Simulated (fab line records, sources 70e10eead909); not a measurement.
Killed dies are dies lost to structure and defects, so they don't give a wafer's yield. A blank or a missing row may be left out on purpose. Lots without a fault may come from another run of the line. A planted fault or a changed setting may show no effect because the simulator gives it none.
A struck lot beside a sound one | flow nand_harc | 15 steps out of a route of 1159
Sound: wafers L706.2, L706.3, L706.5. Struck: wafers L715.3, L715.4, L715.6. The cause comes at the end.
At each step with rows: each side's tool, then ch and its chambers, then its first start. Under that, the readings that differ: sound wafers | struck wafers | difference of the means | sigmas: that difference in standard deviations of wafers without a fault.
alike: readings whose means differ by less than 2 such deviations, and words and numbers that are the same on both sides. not compared: withheld readings, readings that some wafer has no value for, bounds like >300 that may hide the same value, and numbers for which the record gives no deviation and whose values overlap.
The two part at a step that has a row with sigmas, a row that says differs or no value, or rows on one side only. Numbers that don't overlap but have no deviation are shown without sigmas and don't part them. A reading that every wafer of one side lacks parts them only if that side has two wafers or more.

first, 8 steps without rows for these wafers: NHARC_A_CONTACT_COAT_61 (time 75 s); NHARC_A_CONTACT_COAT_62 (time 65 s); NHARC_A_CONTACT_COAT_63 (resist thk 90 nm); NHARC_A_CONTACT_SOFTBAKE_64 (time 55 s); NHARC_A_CONTACT_EBR_65; NHARC_A_CONTACT_EXPOSE_66 (exposes mask A CC 2); NHARC_A_CONTACT_PEB_67 (peb time 65 s); NHARC_A_CONTACT_DEVELOP_68 (develop time 35 s).
NHARC_A_CONTACT_CD_MEAS_69: target cd 200 nm.
  sound on cd_sem-01 ch 0, day 17 07:23; struck on cd_sem-02 ch 0, day 19 21:48
  alike: cd_nm
NHARC_A_CONTACT_OVL_MEAS_70:
  sound on overlay-02, day 17 07:28; struck on overlay-02, day 19 21:53
  alike: overlay_x_nm, overlay_y_nm
NHARC_A_CONTACT_INSPECT_71:
  sound on defect_inspect-01, day 17 07:30; struck on defect_inspect-02, day 19 21:55
  alike: raw_defect_count
NHARC_A_CONTACT_DESCUM_74: chemistry O2, time 3 s.
  sound on rie_diel-04 ch 1,2,3, day 17 07:34; struck on rie_diel-04 ch 1,2, day 19 21:59
  reading                | sound                | struck               | difference | sigmas
  throttle_valve_pct (%) | 11.298 11.288 11.306 | 11.334 11.317 11.312 | +0.024     | +2
  alike: drypump_motor_current_A, oes_product_au, rf_vpp_V, showerhead_plenum_p_Torr
  not compared: rf_hours_counter_h
NHARC_A_CONTACT_ETCH_75: etches the open film in CF4, target depth 39 nm, time 65 s.
  sound on rie_diel-04 ch 0,3, day 17 07:39; struck on rie_diel-04 ch 2,3, day 19 22:05
  reading          | sound          | struck         | difference | sigmas
  run_length_s (s) | 86.6 86.4 85.8 | 70.0 70.7 69.6 | -16.2      | -46
  alike: drypump_motor_current_A, oes_product_au, rf_vpp_V, showerhead_plenum_p_Torr, throttle_valve_pct
  not compared: rf_hours_counter_h
NHARC_A_CONTACT_ETCH_76: etches the open film in N2/H2, target depth 260 nm, time 475.3 s.
  sound on rie_diel-04 ch 0,1,2; struck on rie_diel-04 ch 1,2,3
  alike: drypump_motor_current_A, oes_product_au, rf_vpp_V, run_length_s, showerhead_plenum_p_Torr, throttle_valve_pct
  not compared: rf_hours_counter_h
-- the record jumps here: 3 days lie between the struck wafers' starts before and after (it left off in module A_CONTACT and takes up again in module END, whose first step shown is number 1159 of the route) --
NHARC_END_SORT_01:
  the record has rows for the struck wafers here (prober-02 ch 0, day 22 11:21) and none for the sound ones

WHERE THEY PART
First at NHARC_A_CONTACT_DESCUM_74; last, within this record, at NHARC_END_SORT_01.

WHY: what the simulator had put in
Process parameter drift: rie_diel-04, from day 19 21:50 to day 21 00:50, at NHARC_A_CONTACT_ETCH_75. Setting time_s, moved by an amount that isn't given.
